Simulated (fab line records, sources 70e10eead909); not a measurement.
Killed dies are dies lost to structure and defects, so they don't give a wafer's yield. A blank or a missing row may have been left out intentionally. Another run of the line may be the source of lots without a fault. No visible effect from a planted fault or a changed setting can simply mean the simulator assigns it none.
fab line records    flow nandHarc    part 1 of 2: steps 1 to 27 of 43
record lots=5  wafers=15  lastDay=32
route steps=1302 shown P_M1@286 P_M2@318
lots untouched by any fault: they come from a run of this same line in which no faults occurred
startH: hours from the record's first day to the start of the lot's first wafer shown    waitH: how many hours have passed since the lot's step before this one    " same as the row above    L1.1+2: one row covering several wafers at once    - no value, or no start was given    * or withheld: withheld    < > ~ a bound
route shown NAME@n: a module of which the file shows steps, and the number in the route of the first    usual: mean/standard deviation of fault-free wafers    same: alike in all rows    chamber/n: place in a boat    sites: each site's reading    _std_site: their standard deviation    _edge_site: inner sites' mean taken away from outer sites' mean    radiusMm: how far each site lies from the wafer's centre    mask NAME#n: copy n    behind: the last tool/chamber to shape the wafer    hold: cause of the lot's hold/its duration in hours/its outcome    device: whichever transistor did not switch (one of n, p or np)    end of line: the route-end tests of the same wafers    a step given without rows: its recipe and nothing more    killed: the dies lost at the first sort to structure and to defects; this is not the yield of the wafer    map: dies across one wafer; x = killed, . = not, _ = none there
set.NAME: setting as actually run; set.NAME@STEP: the setting as run at that earlier step    model.NAME: the simulator's own value behind a step, which no gauge read
lots seen at some steps along the route; tables by step, rows by wafer
services: from which hour (startH, from the record's first day; less than 0 if before it) a tool's chamber was out of use, for how many hours, and why
## steps
# step NHARC_P_M1_DEHYDRATE_01
# recipe tempC=150  timeS=120
lot.wafer   tool           chamber  startH  waitH
L076.2+3+5  lithoTrack-01  0        154.02  -
L078.3+4+6  lithoTrack-04  0        169.27  -
L081.2+4+6  lithoTrack-01  0        203.73  -
L085.1+4+6  lithoTrack-04  0        242.88  -
L094.1+4+6  lithoTrack-06  0        331.53  -
# step NHARC_P_M1_HMDS_02
# recipe timeS=30
lot.wafer   tool           chamber  startH  waitH
L076.2+3+5  lithoTrack-01  0        -       -
L078.3+4+6  lithoTrack-04  0        -       -
L081.2+4+6  lithoTrack-01  0        -       -
L085.1+4+6  lithoTrack-04  0        -       -
L094.1+4+6  lithoTrack-06  0        -       -
# step NHARC_P_M1_COAT_34
# recipe tempC=200  timeS=65
lot.wafer   tool           chamber  startH  waitH
L076.2+3+5  lithoTrack-01  0        -       -
L078.3+4+6  lithoTrack-04  0        -       -
L081.2+4+6  lithoTrack-01  0        -       -
L085.1+4+6  lithoTrack-04  0        -       -
L094.1+4+6  lithoTrack-06  0        -       -
# step NHARC_P_M1_COAT_03
# recipe spinRpm=1500  resistThkNm=90
lot.wafer   tool           chamber  startH  waitH
L076.2+3+5  lithoTrack-01  0        -       -
L078.3+4+6  lithoTrack-04  0        -       -
L081.2+4+6  lithoTrack-01  0        -       -
L085.1+4+6  lithoTrack-04  0        -       -
L094.1+4+6  lithoTrack-06  0        -       -
# step NHARC_P_M1_SOFTBAKE_04
# recipe tempC=105  timeS=55
lot.wafer   tool           chamber  startH  waitH
L076.2+3+5  lithoTrack-01  0        -       -
L078.3+4+6  lithoTrack-04  0        -       -
L081.2+4+6  lithoTrack-01  0        -       -
L085.1+4+6  lithoTrack-04  0        -       -
L094.1+4+6  lithoTrack-06  0        -       -
# step NHARC_P_M1_EBR_05
lot.wafer   tool           chamber  startH  waitH
L076.2+3+5  lithoTrack-01  0        -       -
L078.3+4+6  lithoTrack-04  0        -       -
L081.2+4+6  lithoTrack-01  0        -       -
L085.1+4+6  lithoTrack-04  0        -       -
L094.1+4+6  lithoTrack-06  0        -       -
# step NHARC_P_M1_EXPOSE_06
# recipe na=1.35  targetCdNm=130  doseMj=81.88  maskId=P_M1
# usual focusOffsetNm=0.0/0.54
lot.wafer  tool            chamber  startH  waitH  mask    focusOffsetNm
L076.2     arfiScanner-03  0        154.32  -      P_M1#0  -1.0
L076.3     "               0        "       "      P_M1#0  -0.6
L076.5     "               0        "       "      P_M1#0  -0.4
L078.3     arfiScanner-01  0        169.57  -      P_M1#0  -0.2
L078.4     "               0        "       "      P_M1#0  0.5
L078.6     "               0        "       "      P_M1#0  -0.3
L081.2     arfiScanner-03  0        203.89  -      P_M1#0  -0.5
L081.4     "               0        "       "      P_M1#0  0.5
L081.6     "               0        "       "      P_M1#0  -0.7
L085.1     arfiScanner-02  0        243.05  -      P_M1#0  -0.9
L085.4     "               0        "       "      P_M1#0  -0.6
L085.6     "               0        "       "      P_M1#0  0.0
L094.1     arfiScanner-03  0        331.82  -      P_M1#0  -0.1
L094.4     "               0        "       "      P_M1#0  -0.5
L094.6     "               0        "       "      P_M1#0  -0.8
# step NHARC_P_M1_PEB_07
# recipe pebTempC=100  pebTimeS=65
# same pebTimeS=65
lot.wafer   tool           chamber  startH  waitH
L076.2+3+5  lithoTrack-06  0        154.37  0.1
L078.3+4+6  lithoTrack-01  0        169.62  0.0
L081.2+4+6  lithoTrack-01  0        203.95  0.1
L085.1+4+6  lithoTrack-01  0        243.11  0.1
L094.1+4+6  lithoTrack-06  0        331.88  0.1
# step NHARC_P_M1_DEVELOP_08
# recipe developTimeS=35  devTempC=23
lot.wafer   tool           chamber  startH  waitH
L076.2+3+5  lithoTrack-06  0        -       -
L078.3+4+6  lithoTrack-01  0        -       -
L081.2+4+6  lithoTrack-01  0        -       -
L085.1+4+6  lithoTrack-01  0        -       -
L094.1+4+6  lithoTrack-06  0        -       -
# step NHARC_P_M1_CD_MEAS_09
# recipe targetCdNm=130  landingEnergyEv=500
# usual cdNm=129.9/0.61
lot.wafer  tool      chamber  startH  waitH  cdNm
L076.2     cdSem-02  0        154.45  -      129.7
L076.3     "         0        "       "      129.8
L076.5     "         0        "       "      130.6
L078.3     cdSem-01  0        169.70  -      130.2
L078.4     "         0        "       "      129.4
L078.6     "         0        "       "      130.8
L081.2     cdSem-02  0        204.03  -      129.3
L081.4     "         0        "       "      130.1
L081.6     "         0        "       "      129.2
L085.1     cdSem-03  0        243.19  -      129.5
L085.4     "         0        "       "      129.8
L085.6     "         0        "       "      129.9
L094.1     cdSem-02  0        331.96  -      130.0
L094.4     "         0        "       "      130.1
L094.6     "         0        "       "      129.3
# step NHARC_P_M1_OVL_MEAS_10
# recipe pitchNm=260
# usual overlayXNm=-0.2/0.7  overlayYNm=-0.1/0.81
lot.wafer  tool        chamber  startH  waitH  overlayXNm  overlayYNm
L076.2     overlay-02  -        154.54  -      -0.6        -1.6
L076.3     "           -        "       "      -0.8        -1.2
L076.5     "           -        "       "      -1.1        -1.6
L078.3     overlay-01  -        169.79  -      0.6         0.1
L078.4     "           -        "       "      0.4         0.2
L078.6     "           -        "       "      0.1         0.1
L081.2     overlay-01  -        204.12  -      0.4         -0.8
L081.4     "           -        "       "      0.4         -1.0
L081.6     "           -        "       "      0.7         -1.0
L085.1     overlay-01  -        243.27  -      -0.8        0.3
L085.4     "           -        "       "      -1.4        1.1
L085.6     "           -        "       "      -0.4        0.6
L094.1     overlay-01  -        332.04  -      0.2         -0.7
L094.4     "           -        "       "      0.4         -0.8
L094.6     "           -        "       "      -0.2        -0.3
# step NHARC_P_M1_INSPECT_11
# usual rawDefectCount=4.4/2.5
lot.wafer  tool              chamber  startH  waitH  rawDefectCount
L076.2     defectInspect-02  -        154.58  0.0    5
L076.3     "                 -        "       "      3
L076.5     "                 -        "       "      3
L078.3     defectInspect-02  -        169.82  0.0    1
L078.4     "                 -        "       "      6
L078.6     "                 -        "       "      3
L081.2     defectInspect-02  -        204.15  0.0    10
L081.4     "                 -        "       "      8
L081.6     "                 -        "       "      9
L085.1     defectInspect-01  -        243.31  0.0    5
L085.4     "                 -        "       "      2
L085.6     "                 -        "       "      10
L094.1     defectInspect-01  -        332.08  0.0    4
L094.4     "                 -        "       "      2
L094.6     "                 -        "       "      3
# step NHARC_P_M1_DESCUM_14
# recipe timeS=3  o2FlowSccm=200  arFlowSccm=0  biasPowerW=0  chemistry=O2
# usual drypumpMotorCurrentA=5.7/0.4  o2FlowSccm=200.0/0.58  oesProductAu=1.008/0.011  rfVppV=58.0/0.89  showerheadPlenumPTorr=1.93/0.1  throttleValvePct=11.311/0.0094
lot.wafer  tool        chamber  startH  waitH  drypumpMotorCurrentA  o2FlowSccm  oesProductAu  rfHoursCounterH  rfVppV  showerheadPlenumPTorr  throttleValvePct
L076.3     rieDiel-04  1        154.64  0.1    5.3                   201.0       1.009         9                57.1    1.91                   11.324
L076.2     "           0        "       "      5.5                   199.7       0.977         8                56.9    1.91                   11.306
L076.5     "           1        "       "      5.3                   200.9       1.004         -                58.3    1.91                   11.310
L078.3     rieDiel-09  1        169.88  0.1    6.1                   200.6       1.006         2                58.3    1.78                   11.313
L078.6     "           1        "       "      6.0                   199.6       1.009         -                56.9    1.78                   11.327
L078.4     "           3        "       "      6.0                   200.9       1.015         -                59.1    2.00                   11.302
L081.2     rieDiel-09  3        204.22  0.1    6.0                   200.4       1.001         7                59.8    2.00                   11.309
L081.4     "           1        "       "      6.1                   200.1       1.017         6                58.7    1.78                   11.312
L081.6     "           3        "       "      6.0                   200.1       1.018         -                58.5    2.00                   11.300
L085.1     rieDiel-04  1        243.37  0.1    5.3                   199.4       1.012         4                58.1    1.91                   11.307
L085.6     "           1        "       "      5.2                   200.0       1.013         -                57.7    1.91                   11.310
L085.4     "           2        "       "      6.2                   200.1       1.021         -                57.9    2.04                   11.312
L094.4     rieDiel-04  1        332.15  0.1    5.3                   199.6       1.004         9                57.3    1.90                   11.310
L094.1     "           3        "       "      5.5                   199.7       1.012         9                57.8    1.78                   11.301
L094.6     "           1        "       "      5.3                   200.1       1.010         -                59.5    1.91                   11.309
# step NHARC_P_M1_ETCH_35
# recipe targetDepthA=400  overetchA=120  timeS=43.94  ionEnergyEv=200  n2FlowSccm=150  h2FlowSccm=150  arFlowSccm=0  rfW=400  biasW=150  chemistry=N2/H2
# usual drypumpMotorCurrentA=5.7/0.4  oesProductAu=1.007/0.011  rfVppV=431/3.3  showerheadPlenumPTorr=2.05/0.11  throttleValvePct=14.171/0.0088
lot.wafer  tool        chamber  startH  waitH  drypumpMotorCurrentA  oesProductAu  rfHoursCounterH  rfVppV  showerheadPlenumPTorr  throttleValvePct
L076.2     rieDiel-04  2        154.73  0.1    6.2                   1.033         9                433     2.18                   14.177
L076.3     "           3        "       "      5.5                   1.013         9                426     1.90                   14.177
L076.5     "           1        "       "      5.3                   1.006         -                429     2.03                   14.177
L078.3     rieDiel-09  3        169.99  0.1    6.0                   1.015         2                433     2.14                   14.162
L078.4     "           3        "       "      6.0                   1.012         -                434     2.14                   14.170
L078.6     "           1        "       "      6.0                   1.012         -                427     1.90                   14.160
L081.4     rieDiel-09  0        204.30  0.1    5.4                   1.023         3                437     2.20                   14.171
L081.2     "           2        "       "      5.1                   0.996         6                433     2.13                   14.158
L081.6     "           1        "       "      6.0                   1.017         -                428     1.90                   14.172
L085.1     rieDiel-04  2        243.49  0.1    6.3                   1.007         4                433     2.18                   14.175
L085.6     "           3        "       "      5.6                   1.003         -                426     1.89                   14.168
L085.4     "           1        "       "      5.3                   1.016         -                429     2.03                   14.158
L094.1     rieDiel-04  1        332.24  0.1    5.3                   0.996         9                430     2.03                   14.165
L094.4     "           2        "       "      6.3                   1.000         8                433     2.18                   14.179
L094.6     "           3        "       "      5.5                   1.003         -                426     1.89                   14.190
# step NHARC_P_M1_ETCH_15
# recipe targetDepthA=1825  timeS=91.2  c4f8FlowSccm=withheld  arFlowSccm=400  rfW=600  biasW=300  chemistry=C4F8/Ar
# usual oesProductAu=0.960/0.022  rfVppV=441/3.4
lot.wafer  tool        chamber  startH  waitH  oesProductAu  rfHoursCounterH  rfVppV
L076.3     rieDiel-04  2        -       -      0.982         9                445
L076.2     "           0        "       "      0.958         8                441
L076.5     "           3        "       "      1.003         -                437
L078.3     rieDiel-09  3        -       -      0.968         3                444
L078.4     "           2        "       "      0.955         -                443
L078.6     "           3        "       "      0.973         -                444
L081.4     rieDiel-09  3        -       -      0.959         7                443
L081.2     "           0        "       "      0.965         3                444
L081.6     "           3        "       "      0.950         -                444
L085.1     rieDiel-04  1        -       -      0.968         4                442
L085.6     "           2        "       "      0.976         -                445
L085.4     "           3        "       "      0.973         -                437
L094.1     rieDiel-04  3        -       -      0.987         9                437
L094.4     "           0        "       "      0.952         8                440
L094.6     "           0        "       "      0.946         -                440
# step NHARC_P_M1_CD_MEAS_16
# usual cdNm=129.6/0.85
lot.wafer  tool      chamber  startH  waitH  cdNm
L076.2     cdSem-02  -        154.94  -      129.1
L076.3     "         -        "       "      129.9
L076.5     "         -        "       "      130.0
L078.3     cdSem-01  -        170.24  -      130.1
L078.4     "         -        "       "      129.5
L078.6     "         -        "       "      131.0
L081.2     cdSem-02  -        204.52  -      129.1
L081.4     "         -        "       "      130.2
L081.6     "         -        "       "      129.3
L085.1     cdSem-02  -        243.72  -      129.1
L085.4     "         -        "       "      129.6
L085.6     "         -        "       "      129.3
L094.1     cdSem-02  -        332.45  -      129.4
L094.4     "         -        "       "      130.0
L094.6     "         -        "       "      128.7
# step NHARC_P_M1_STRIP_18
# recipe powerW=1000  n2FlowSccm=150  h2FlowSccm=150  arFlowSccm=0  biasW=0  chemistry=N2/H2
# usual drypumpMotorCurrentA=5.7/0.4  oesProductAu=1.005/0.01  powerW=999.8/3  rfVppV=90.8/1  showerheadPlenumPTorr=2.05/0.11  throttleValvePct=14.170/0.0093
lot.wafer  tool        chamber  startH  waitH  drypumpMotorCurrentA  oesProductAu  powerW  rfHoursCounterH  rfVppV  showerheadPlenumPTorr  throttleValvePct
L076.2     rieDiel-04  2        155.02  0.1    6.3                   1.013         1003.3  9                92.8    2.18                   14.190
L076.3     "           3        "       "      5.5                   1.016         1000.5  9                90.6    1.90                   14.170
L076.5     "           2        "       "      6.3                   1.012         998.2   -                91.3    2.18                   14.171
L078.3     rieDiel-09  1        170.30  0.1    6.1                   1.003         997.8   3                90.5    1.90                   14.174
L078.6     "           2        "       "      5.1                   0.990         1000.4  -                91.0    2.13                   14.177
L078.4     "           3        "       "      6.0                   1.007         1001.5  -                89.5    2.13                   14.161
L081.4     rieDiel-04  0        204.59  0.1    5.5                   0.995         1004.9  2                90.4    2.04                   14.159
L081.2     "           3        "       "      5.5                   1.005         1003.5  2                89.3    1.89                   14.181
L081.6     "           0        "       "      5.4                   0.995         1005.1  -                92.6    2.04                   14.164
L085.1     rieDiel-07  0        243.80  0.1    5.6                   0.998         1001.6  21               88.6    1.94                   14.165
L085.4     "           3        "       "      6.3                   0.997         994.4   34               92.2    2.13                   14.173
L085.6     "           0        "       "      5.6                   0.984         1000.8  -                91.0    1.94                   14.153
L094.1     rieDiel-04  0        332.57  0.1    5.5                   0.986         1003.4  9                90.9    2.04                   14.165
L094.4     "           1        "       "      5.3                   1.009         997.3   9                91.0    2.03                   14.167
L094.6     "           2        "       "      6.2                   1.000         993.9   -                91.6    2.18                   14.166
# step NHARC_P_M1_ETCH_28
# recipe targetDepthA=300  overEtchFrac=0.3  timeS=72.99  ionEnergyEv=150  cf4FlowSccm=50  n2FlowSccm=100  arFlowSccm=150  rfW=300  biasW=100  chemistry=CF4/N2
# usual drypumpMotorCurrentA=5.7/0.39  oesProductAu=1.005/0.011  rfVppV=314.2/2.4  showerheadPlenumPTorr=2.63/0.13  throttleValvePct=19.793/0.0082
lot.wafer  tool        chamber  startH  waitH  drypumpMotorCurrentA  oesProductAu  rfHoursCounterH  rfVppV  showerheadPlenumPTorr  throttleValvePct
L076.2     rieDiel-04  1        -       -      5.3                   0.996         9                312.2   2.62                   19.796
L076.3     "           2        "       "      6.3                   1.017         9                317.6   2.80                   19.779
L076.5     "           1        "       "      5.3                   0.994         -                315.0   2.62                   19.804
L078.3     rieDiel-09  1        -       -      6.0                   1.006         3                311.0   2.46                   19.797
L078.6     "           3        "       "      6.1                   1.011         -                318.1   2.74                   19.793
L078.4     "           1        "       "      6.0                   1.016         -                311.6   2.46                   19.806
L081.2     rieDiel-04  0        -       -      5.5                   0.994         2                313.0   2.63                   19.794
L081.4     "           1        "       "      5.3                   1.003         1                314.5   2.62                   19.796
L081.6     "           3        "       "      5.6                   1.003         -                311.7   2.45                   19.790
L085.1     rieDiel-07  3        -       -      6.3                   0.996         34               314.9   2.74                   19.793
L085.4     "           0        "       "      5.6                   0.992         21               311.5   2.50                   19.797
L085.6     "           2        "       "      5.9                   1.014         -                311.3   2.50                   19.797
L094.1     rieDiel-04  3        -       -      5.5                   1.005         9                310.2   2.45                   19.780
L094.4     "           2        "       "      6.3                   1.000         8                316.5   2.79                   19.790
L094.6     "           0        "       "      5.5                   0.991         -                315.0   2.62                   19.775
# step NHARC_P_M1_STRIP_19
# recipe timeS=600  tempC=30  chemistry=postEtchResidueRemover
lot.wafer   tool         chamber  startH  waitH
L076.3+2+5  wetBench-10  0,2,4    155.39  -
L078.3+4+6  wetBench-08  0,1,4    170.74  -
L081.2+4+6  wetBench-08  1,2,3    204.97  -
L085.6+1+4  wetBench-08  2,3,4    244.19  -
L094.6+1+4  wetBench-10  2,3,4    332.89  -
# step NHARC_P_M1_DEGAS_29
# recipe tempC=250  timeS=60
# usual heaterPowerW=359/27
lot.wafer  tool           chamber  startH  waitH  heaterPowerW
L076.3     pvdSputter-03  -        155.67  -      345
L076.2     "              -        "       "      322
L076.5     "              -        "       "      362
L078.4     pvdSputter-02  -        171.01  -      382
L078.3     "              -        "       "      377
L078.6     "              -        "       "      386
L081.4     pvdSputter-02  -        205.24  -      376
L081.2     "              -        "       "      338
L081.6     "              -        "       "      359
L085.1     pvdSputter-03  -        244.44  -      309
L085.4     "              -        "       "      328
L085.6     "              -        "       "      365
L094.1     pvdSputter-02  -        333.16  -      398
L094.4     "              -        "       "      355
L094.6     "              -        "       "      396
# step NHARC_P_M1_PRE_CLEAN_30
# recipe timeS=30  tempC=280  gas=H2/He
# usual heaterPowerW=439/33
lot.wafer  tool           chamber  startH  waitH  heaterPowerW
L076.3     pvdSputter-03  -        -       -      442
L076.2     "              -        "       "      401
L076.5     "              -        "       "      419
L078.3     pvdSputter-02  -        -       -      443
L078.4     "              -        "       "      416
L078.6     "              -        "       "      477
L081.2     pvdSputter-02  -        -       -      453
L081.4     "              -        "       "      412
L081.6     "              -        "       "      458
L085.4     pvdSputter-03  -        -       -      419
L085.1     "              -        "       "      381
L085.6     "              -        "       "      370
L094.4     pvdSputter-02  -        -       -      461
L094.1     "              -        "       "      466
L094.6     "              -        "       "      416
# step NHARC_P_M1_PVD_20
# recipe targetThkA=50  biasV=168.6  powerW=15000  chamberPressurePa=0.12  timeS=8.06  substrateTempC=50  material=TaN
# usual throttleValvePct=29.9/0.86
lot.wafer  tool           chamber  startH  waitH  throttleValvePct
L076.2     pvdSputter-03  -        -       -      30.1
L076.3     "              -        "       "      28.8
L076.5     "              -        "       "      30.7
L078.4     pvdSputter-02  -        -       -      29.8
L078.3     "              -        "       "      31.0
L078.6     "              -        "       "      29.3
L081.4     pvdSputter-02  -        -       -      31.0
L081.2     "              -        "       "      29.3
L081.6     "              -        "       "      30.7
L085.1     pvdSputter-03  -        -       -      29.7
L085.4     "              -        "       "      30.4
L085.6     "              -        "       "      30.1
L094.4     pvdSputter-02  -        -       -      29.5
L094.1     "              -        "       "      30.9
L094.6     "              -        "       "      29.4
# step NHARC_P_M1_PVD_21
# recipe targetThkA=300  chamberPressurePa=5  powerW=5000  substrateTempC=30  timeS=20.49  material=Cu
# usual throttleValvePct=29.9/0.87
lot.wafer  tool           chamber  startH  waitH  throttleValvePct
L076.3     pvdSputter-03  -        -       -      28.8
L076.2     "              -        "       "      30.2
L076.5     "              -        "       "      28.8
L078.4     pvdSputter-02  -        -       -      31.0
L078.3     "              -        "       "      29.8
L078.6     "              -        "       "      31.0
L081.2     pvdSputter-02  -        -       -      28.8
L081.4     "              -        "       "      29.8
L081.6     "              -        "       "      30.8
L085.4     pvdSputter-03  -        -       -      30.3
L085.1     "              -        "       "      30.0
L085.6     "              -        "       "      30.4
L094.1     pvdSputter-02  -        -       -      29.6
L094.4     "              -        "       "      30.9
L094.6     "              -        "       "      30.1
# step NHARC_P_M1_ECD_22
# recipe targetThkA=4000  bathTempC=25  material=Cu
lot.wafer   tool      chamber  startH  waitH
L076.2+3+5  ecdCu-02  0,1,1    156.02  -
L078.3+4+6  ecdCu-02  0,1,0    171.47  -
L081.2+4+6  ecdCu-01  1,0,1    205.59  -
L085.1+4+6  ecdCu-01  0,1,1    245.09  -
L094.1+4+6  ecdCu-02  1,0,1    333.60  -
# step NHARC_P_M1_ANNEAL_31
# recipe tempC=225  timeS=90
# usual wafer_temp_C_max=226.2/0.31
lot.wafer  tool          chamber  startH  waitH  wafer_temp_C_max
L076.2     rtpAnneal-02  0        156.45  -      226.5
L076.3     "             0        "       "      226.3
L076.5     "             0        "       "      226.4
L078.3     rtpAnneal-01  0        171.85  0.3    226.2
L078.4     "             0        "       "      225.9
L078.6     "             0        "       "      226.0
L081.2     rtpAnneal-02  0        206.02  -      226.2
L081.4     "             0        "       "      226.5
L081.6     "             0        "       "      226.2
L085.1     rtpAnneal-02  0        245.41  -      226.0
L085.4     "             0        "       "      226.4
L085.6     "             0        "       "      226.0
L094.1     rtpAnneal-01  0        333.93  0.3    225.7
L094.4     "             0        "       "      225.6
L094.6     "             0        "       "      225.9
# step NHARC_P_M1_CMP_23
# recipe tOverpolishS=20  targetThkNm=157.82
# usual motorCurrentA=11.8/1.1  timeToEndpointS=29.4/2.5
lot.wafer  tool    chamber  startH  waitH  motorCurrentA  timeToEndpointS
L076.3     cmp-04  1        156.78  -      10.0           32.3
L076.2     "       2        "       "      13.5           33.1
L076.5     "       1        "       "      10.5           29.7
L078.4     cmp-01  0        172.09  -      11.4           30.3
L078.3     "       1        "       "      11.8           30.4
L078.6     "       1        "       "      10.5           28.6
L081.4     cmp-04  3        206.31  -      12.6           30.4
L081.2     "       1        "       "      10.0           34.4
L081.6     "       3        "       "      13.9           33.2
L085.4     cmp-01  3        245.78  -      11.9           27.5
L085.1     "       1        "       "      11.0           26.6
L085.6     "       2        "       "      11.3           29.5
L094.4     cmp-01  0        334.33  -      11.8           29.9
L094.1     "       1        "       "      11.6           31.2
L094.6     "       3        "       "      12.1           31.3
# step NHARC_P_M1_THK_MEAS_24
# recipe thkMeasGauge=xrf
# usual thkNm=158.0/1.6
lot.wafer  tool          chamber  startH  waitH  thkNm
L076.2     filmMetro-02  -        157.06  -      158.9
L076.3     "             -        "       "      157.1
L076.5     "             -        "       "      160.5
L078.3     filmMetro-01  -        172.40  -      157.0
L078.4     "             -        "       "      157.8
L078.6     "             -        "       "      157.0
L081.2     filmMetro-02  -        206.63  -      159.9
L081.4     "             -        "       "      157.8
L081.6     "             -        "       "      159.1
L085.1     filmMetro-01  -        246.06  -      157.6
L085.4     "             -        "       "      154.1
L085.6     "             -        "       "      158.5
L094.1     filmMetro-01  -        334.63  -      156.2
L094.4     "             -        "       "      157.6
L094.6     "             -        "       "      155.9
